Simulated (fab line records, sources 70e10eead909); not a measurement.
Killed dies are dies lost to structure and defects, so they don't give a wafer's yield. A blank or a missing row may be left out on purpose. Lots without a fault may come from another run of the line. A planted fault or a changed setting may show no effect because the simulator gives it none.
fab line records | flow nand_harc | part 2 of 2: steps 28 to 39 of 39
record lots=5 wafers=15 last_day=34
route steps=1302 shown P_M1@311 P_M2@318 P_BONDPAD@351
lots that met no fault: from a run of the same line without faults
start_h: hours from the record's first day to the start of the lot's first wafer shown | wait_h: hours since the lot's step before | " the same as in the row above | L1.1+2: a row that stands for several wafers | - no value, or no start given | * or withheld: withheld | < > ~ a bound
route shown NAME@n: a module of which the file shows steps, and the number in the route of the first | usual: mean/standard deviation of fault-free wafers | same: alike in all rows | chamber/n: place in a boat | sites: the reading at each site | _std_site: their standard deviation | _edge_site: outer sites' mean less inner sites' | radius_mm: how far each site lies from the wafer's centre | mask NAME#n: copy n | behind: the tool/chamber that last shaped the wafer | hold: why the lot was held/for how many hours/how that ended | device: the transistor (n, p or np) that didn't switch | end of line: the same wafers' tests at the end of the route | a step without rows: its recipe alone | killed: dies lost to structure and defects at the first sort, not the wafer's yield | map: a wafer's dies, x killed, . not, _ none there
set.NAME: the setting as run; set.NAME@STEP: as run at that earlier step | model.NAME: the simulator's own value behind a step, which no gauge read
lots at some steps of the route; a table a step, a row a wafer
services: from which hour (start_h, from the record's first day; less than 0 if before it) a tool's chamber was out of use, for how many hours, and why
## steps
# step NHARC_P_M2_PRE_CLEAN_30
# recipe time_s=30 temp_c=280 gas=H2/He
# usual heater_power_w=393/29
# columns lot.wafer tool chamber start_h wait_h heater_power_w
L082.4 pvd_sputter-02 - - - 418
L082.3 " - " " 385
L082.6 " - " " 404
L087.4 pvd_sputter-02 - - - 355
L087.3 " - " " 409
L087.6 " - " " 399
L088.3 pvd_sputter-01 - - - 396
L088.1 " - " " 407
L088.5 " - " " 409
L096.4 pvd_sputter-02 - - - 404
L096.3 " - " " 421
L096.1 " - " " 326
L097.1 pvd_sputter-02 - - - 400
L097.4 " - " " 398
L097.5 " - " " 325
# step NHARC_P_M2_PVD_20
# recipe target_thk_a=50 bias_v=168.6 power_w=15000 chamber_pressure_pa=0.12 time_s=8.06 substrate_temp_c=50 material=TaN
# usual throttle_valve_pct=30.0/0.95
# columns lot.wafer tool chamber start_h wait_h throttle_valve_pct
L082.4 pvd_sputter-02 - - - 31.1
L082.3 " - " " 29.6
L082.6 " - " " 31.3
L087.3 pvd_sputter-02 - - - 31.0
L087.4 " - " " 30.9
L087.6 " - " " 31.0
L088.3 pvd_sputter-01 - - - 30.9
L088.1 " - " " 29.6
L088.5 " - " " 31.2
L096.1 pvd_sputter-02 - - - 30.6
L096.3 " - " " 30.0
L096.4 " - " " 28.3
L097.1 pvd_sputter-02 - - - 30.6
L097.4 " - " " 28.4
L097.5 " - " " 29.6
# step NHARC_P_M2_PVD_21
# recipe target_thk_a=300 chamber_pressure_pa=5 power_w=5000 substrate_temp_c=30 time_s=20.49 material=Cu
# usual throttle_valve_pct=29.9/0.98
# columns lot.wafer tool chamber start_h wait_h throttle_valve_pct
L082.4 pvd_sputter-02 - - - 31.2
L082.3 " - " " 29.1
L082.6 " - " " 31.0
L087.3 pvd_sputter-02 - - - 29.6
L087.4 " - " " 31.1
L087.6 " - " " 28.8
L088.3 pvd_sputter-01 - - - 29.5
L088.1 " - " " 31.1
L088.5 " - " " 29.7
L096.1 pvd_sputter-02 - - - 30.1
L096.4 " - " " 28.4
L096.3 " - " " 30.7
L097.1 pvd_sputter-02 - - - 31.1
L097.4 " - " " 30.6
L097.5 " - " " 28.4
# step NHARC_P_M2_ECD_22
# recipe target_thk_a=4000 bath_temp_c=25 material=Cu
# columns lot.wafer tool chamber start_h wait_h
L082.4+3+6 ecd_cu-01 0,1,1 216.57 -
L087.3+4+6 ecd_cu-02 1,0,1 258.02 -
L088.1+3+5 ecd_cu-02 1 277.58 -
L096.1+4+3 ecd_cu-01 1,1,0 355.70 -
L097.1+4+5 ecd_cu-01 0 356.37 -
# step NHARC_P_M2_ANNEAL_31
# recipe temp_c=225 time_s=90
# usual wafer_temp_C_max=225.74/0.2
# columns lot.wafer tool chamber start_h wait_h wafer_temp_C_max
L082.3 rtp_anneal-01 0 216.95 - 225.86
L082.4 " 0 " " 226.03
L082.6 " 0 " " 225.77
L087.3 rtp_anneal-02 0 258.40 - 226.01
L087.4 " 0 " " 226.04
L087.6 " 0 " " 225.74
L088.1 rtp_anneal-01 0 277.91 0.3 225.69
L088.3 " 0 " " 225.60
L088.5 " 0 " " 225.55
L096.1 rtp_anneal-02 0 356.08 0.3 225.58
L096.3 " 0 " " 225.74
L096.4 " 0 " " 225.71
L097.1 rtp_anneal-02 0 356.70 0.3 226.21
L097.4 " 0 " " 226.06
L097.5 " 0 " " 225.87
# step NHARC_P_M2_CMP_23
# recipe t_overpolish_s=20 target_thk_nm=144.3
# usual motor_current_A=12.0/1.4 retaining_ring_pressure_frac=1.000/0.0051 time_to_endpoint_s=29.0/1.9
# columns lot.wafer tool chamber start_h wait_h motor_current_A retaining_ring_pressure_frac time_to_endpoint_s
L082.3 cmp-01 3 217.28 - 12.6 1.006 32.2
L082.4 " 0 " " 13.9 0.997 30.8
L082.6 " 0 " " 14.0 0.996 30.5
L087.3 cmp-03 0 258.68 - 12.0 1.004 28.3
L087.4 " 2 " " 10.6 0.992 30.6
L087.6 " 0 " " 11.9 1.003 29.1
L088.1 cmp-01 2 278.25 - 12.9 1.005 28.4
L088.3 " 3 " " 12.5 0.996 31.5
L088.5 " 2 " " 13.7 1.003 28.9
L096.1 cmp-01 1 356.43 - 11.3 1.001 29.1
L096.3 " 2 " " 12.5 0.998 28.3
L096.4 " 3 " " 13.4 0.998 30.3
L097.1 cmp-01 3 357.07 - 12.9 0.999 30.5
L097.4 " 1 " " 11.2 0.999 29.1
L097.5 " 2 " " 13.0 1.004 26.8
# step NHARC_P_M2_THK_MEAS_24
# recipe thk_meas_gauge=xrf
# usual thk_nm=144.4/1.4
# columns lot.wafer tool chamber start_h wait_h thk_nm
L082.3 film_metro-01 - 217.60 - 144.4
L082.4 " - " " 143.3
L082.6 " - " " 144.8
L087.3 film_metro-02 - 258.97 - 143.8
L087.4 " - " " 143.4
L087.6 " - " " 145.7
L088.1 film_metro-01 - 278.57 - 144.8
L088.3 " - " " 146.4
L088.5 " - " " 144.7
L096.1 film_metro-01 - 356.74 - 142.4
L096.3 " - " " 144.8
L096.4 " - " " 144.3
L097.1 film_metro-01 - 357.35 - 145.4
L097.4 " - " " 144.4
L097.5 " - " " 146.0
# step NHARC_P_M2_SRD_25
# columns lot.wafer tool chamber start_h wait_h
L082.6+4+3 wet_bench-10 6,7,2 217.64 0.0
L087.4+6+3 wet_bench-08 0,2,3 259.01 0.0
L088.5+1+3 wet_bench-10 7,0,2 278.62 0.0
L096.3+1+4 wet_bench-10 2,3,5 356.79 0.0
L097.5+1+4 wet_bench-10 5,1,2 357.40 0.0
# step NHARC_P_M2_INSPECT_27
# usual raw_defect_count=323/140
# columns lot.wafer tool chamber start_h wait_h raw_defect_count
L082.3 defect_inspect-01 - 217.75 0.0 283
L082.4 " - " " 201
L082.6 " - " " 297
L087.3 defect_inspect-01 - 259.12 0.0 224
L087.4 " - " " 271
L087.6 " - " " 347
L088.1 defect_inspect-01 - 278.73 0.0 277
L088.3 " - " " 319
L088.5 " - " " 277
L096.1 defect_inspect-01 - 356.90 0.0 261
L096.3 " - " " 289
L096.4 " - " " 296
L097.1 defect_inspect-01 - 357.51 0.0 283
L097.4 " - " " 354
L097.5 " - " " 323
# step NHARC_P_M2_PRE_CLEAN_32
# recipe time_s=12 temp_c=370 rf_power_w=300 gas=NH3
# usual heater_power_w=635/53
# columns lot.wafer tool chamber start_h wait_h heater_power_w
L082.3 pecvd-04 2 217.85 0.1 590
L082.6 " 2 " " 585
L082.4 " 0 " " 637
L087.3 pecvd-03 2 259.21 0.1 546
L087.6 " 0 " " 675
L087.4 " 1 " " 626
L088.1 pecvd-01 1 278.80 0.1 737
L088.3 " 2 " " 684
L088.5 " 2 " " 688
L096.1 pecvd-01 1 356.97 0.1 655
L096.3 " 2 " " 658
L096.4 " 2 " " 646
L097.1 pecvd-03 1 357.59 0.1 575
L097.5 " 0 " " 677
L097.4 " 1 " " 572
# step NHARC_P_M2_DEP_33
# recipe target_thk_a=300 temp_c=370 target_thk_nm=30 pressure_torr=3 flow_sccm=200 rf_w=450 material=SiCN
# usual heater_power_w=582/64
# columns lot.wafer tool chamber start_h wait_h heater_power_w
L082.3 pecvd-04 2 217.96 0.1 542
L082.6 " 2 " " 531
L082.4 " 0 " " 605
L087.3 pecvd-03 2 259.35 0.1 509
L087.6 " 0 " " 620
L087.4 " 1 " " 470
L088.1 pecvd-01 1 278.88 0.1 659
L088.3 " 2 " " 587
L088.5 " 2 " " 588
L096.1 pecvd-01 1 357.05 0.1 697
L096.3 " 2 " " 608
L096.4 " 2 " " 617
L097.1 pecvd-03 1 357.70 0.1 499
L097.5 " 0 " " 591
L097.4 " 1 " " 483
# step NHARC_P_BONDPAD_DEP_00
# recipe target_thk_a=2500 temp_c=370 target_thk_nm=250 pressure_torr=3 flow_sccm=200 rf_w=450 material=SiCN
# usual heater_power_w=576/59
# columns lot.wafer tool chamber start_h wait_h heater_power_w
L082.3 pecvd-01 1 218.33 - 651
L082.4 " 1 " " 685
L082.6 " 2 " " 603
L087.3 pecvd-01 1 259.77 - 597
L087.6 " 2 " " 577
L087.4 " 1 " " 617
L088.1 pecvd-01 1 - - 594
L088.3 " 0 " " 644
L088.5 " 0 " " 649
L096.1 pecvd-04 0 357.51 - 576
L096.3 " 1 " " 583
L096.4 " 2 " " 529
L097.1 pecvd-01 1 358.12 - 634
L097.4 " 0 " " 621
L097.5 " 2 " " 590
## services
# columns tool chamber start_h hours kind
pvd_sputter-02 - 197.83 1.6 repair
rie_diel-07 1 200.25 9.8 repair
litho_track-04 - 203.00 7.0 pm
pecvd-04 - 209.12 1.7 repair
pecvd-04 0 240.51 14.3 repair
rie_diel-10 - 242.51 9.0 pm
wet_bench-08 - 250.45 1.4 repair
pecvd-04 - 266.87 1.1 repair
pecvd-04 - 269.99 13.0 pm
wet_bench-10 - 272.46 2.5 repair
rie_diel-10 3 278.59 6.0 repair
pvd_sputter-02 - 282.03 10.0 pm
cmp-01 - 283.50 4.0 pm
rie_diel-07 - 294.20 9.0 pm
wet_bench-08 - 294.40 8.0 pm
pecvd-04 0 309.54 7.7 repair
rie_diel-10 1 310.79 12.8 repair
wet_bench-10 - 311.20 8.0 pm
pecvd-01 - 311.68 13.0 pm
rie_diel-07 2 313.06 3.7 repair
rie_diel-07 3 313.56 14.5 repair
rie_diel-07 1 324.01 8.8 repair
litho_track-01 - 330.00 7.0 pm
litho_track-06 - 354.00 7.0 pm
